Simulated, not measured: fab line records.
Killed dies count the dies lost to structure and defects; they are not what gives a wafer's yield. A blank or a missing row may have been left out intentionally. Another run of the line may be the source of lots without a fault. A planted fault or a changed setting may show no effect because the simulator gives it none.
8D (eight disciplines) problem report, filled in by code    flow n5 finfet    the parts of the form that need people (team, actions taken, sign-off) are left out

== 1. WHAT WENT WRONG ==
Wafers without a fault read 69.1 s, standard deviation 1.3; etch rf on time s at N5_FIN_SAQP_HM_OPEN_33 reads a mean of 84.0 s on 6 wafers belonging to 2 lots. Measured from the usual mean, that is +11 standard deviations.
The step: chemistry CH3F/O2, target SiNx, target depth 49.4 nm, time 70.6 s.
Earliest sighting: wafer L821.1 on rie diel-02 at day 5 16:26. Wafers with a number at this step in the record: 21, from 7 lots. The rule behind "out" and "out of limits": a value lying over 4 standard deviations away from the usual mean. All remaining wafers that have a number are taken as sound.

== 2. WHAT IT IS, AND WHAT IT ISN'T ==
question                     is                        is not
which readings at this step  etch rf on time s         drypump motor current A, oes product au, showerhead plenum p Torr, throttle valve pct
which lots                   L821, L822                L811, L823, L827, L829, L830
which wafers of those lots   all that have a number    -
read on which tools          rie diel-01, rie diel-02  rie diel-04
when                         from day 5 16:26          up to then (3 sound wafers); but 12 sound wafers of L823, L827, L829, L830 came after

== 3. SUSPECTS, AND WHAT RULES EACH OUT ==
Counting: a tool stays on the suspect list if, at a process step up to the reading, it processed all lots that are out and no sound lot following the first of them.
- rie diel-01 at N5_FIN_SAQP_ETCH_52 (etches SOC in N2/H2, target depth 100 nm, overetch 20 nm, time 150 s): ruled out as a lasting fault. Following L821 (day 5 11:37), the first lot on it that is out, the sound lots L823, L827, L830 were run on it.
- rie diel-02 at N5_FIN_SAQP_ETCH_67 (etches SiNx in CH3F/O2, target depth 30 nm): ruled out as a lasting fault. Following L821 (day 5 14:55), the first lot on it that is out, the sound lots L829, L830 were run on it.
Left after counting: nothing in the record.

== 4. THE CAUSE (what the simulator had put in) ==
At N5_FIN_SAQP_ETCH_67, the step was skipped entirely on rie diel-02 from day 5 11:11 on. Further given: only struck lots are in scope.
Counting ruled it out, wrongly.

== 5. SEQUENCE OF EFFECTS, ordered by route ==
Rows list readings where the struck wafers' mean (over those with a number) sits beyond 3 standard deviations from the usual. Only readings whose record carries a usual standard deviation are examined. hours: median over the lots of the time between each lot's start at the first step of this table that gives one and its start at this step. sigmas: the change, counted in usual standard deviations.
hours  step                     reading               usual   on struck wafers  change  sigmas
0      N5_FIN_SAQP_HM_OPEN_33   etch rf on time s     69.1 s  84.0              +14.9   +11
278    N5_PASSIVATION_PROBE_49  defect limited yield  91.5 %  0.0               -91.5   -61
278    N5_PASSIVATION_PROBE_49  killed at front end   38      1119              +1081   +99 or more
278    N5_PASSIVATION_PROBE_49  killed dies           101     1180              +1079   +60
278    N5_PASSIVATION_PROBE_49  killed on rim         13      152               +139    +36
278    N5_PASSIVATION_PROBE_49  sort_bin_5_function   5.0 %   96.7              +91.7   +92
278    N5_PASSIVATION_PROBE_49  sort n pass           1079    0                 -1079   -60
278    N5_PASSIVATION_PROBE_49  sort yield pct        91.5 %  0.0               -91.5   -61
It contains these process steps:
- N5_FIN_SAQP_HM_OPEN_33: chemistry CH3F/O2, target SiNx, target depth 49.4 nm, time 70.6 s.
- N5_PASSIVATION_PROBE_49
Readings that are blank on the struck wafers while sound wafers have them: CH3F_flow_sccm at N5_FIN_SAQP_ETCH_67; O2_flow_sccm at N5_FIN_SAQP_ETCH_67; drypump motor current A at N5_FIN_SAQP_ETCH_67; oes product au at N5_FIN_SAQP_ETCH_67; rf vpp V at N5_FIN_SAQP_ETCH_67; showerhead plenum p Torr at N5_FIN_SAQP_ETCH_67; throttle valve pct at N5_FIN_SAQP_ETCH_67.

== 6. HOW IT WOULD HAVE BEEN CAUGHT EARLIER ==
In this record the first reading out of limits was taken at day 5 16:26, 5 hours after the fault began at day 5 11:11.
At N5_FIN_SAQP_ETCH_67 the tool's readings are blank on the struck wafers, where sound wafers have them: an empty tool record is the first sign, and it was there at once.
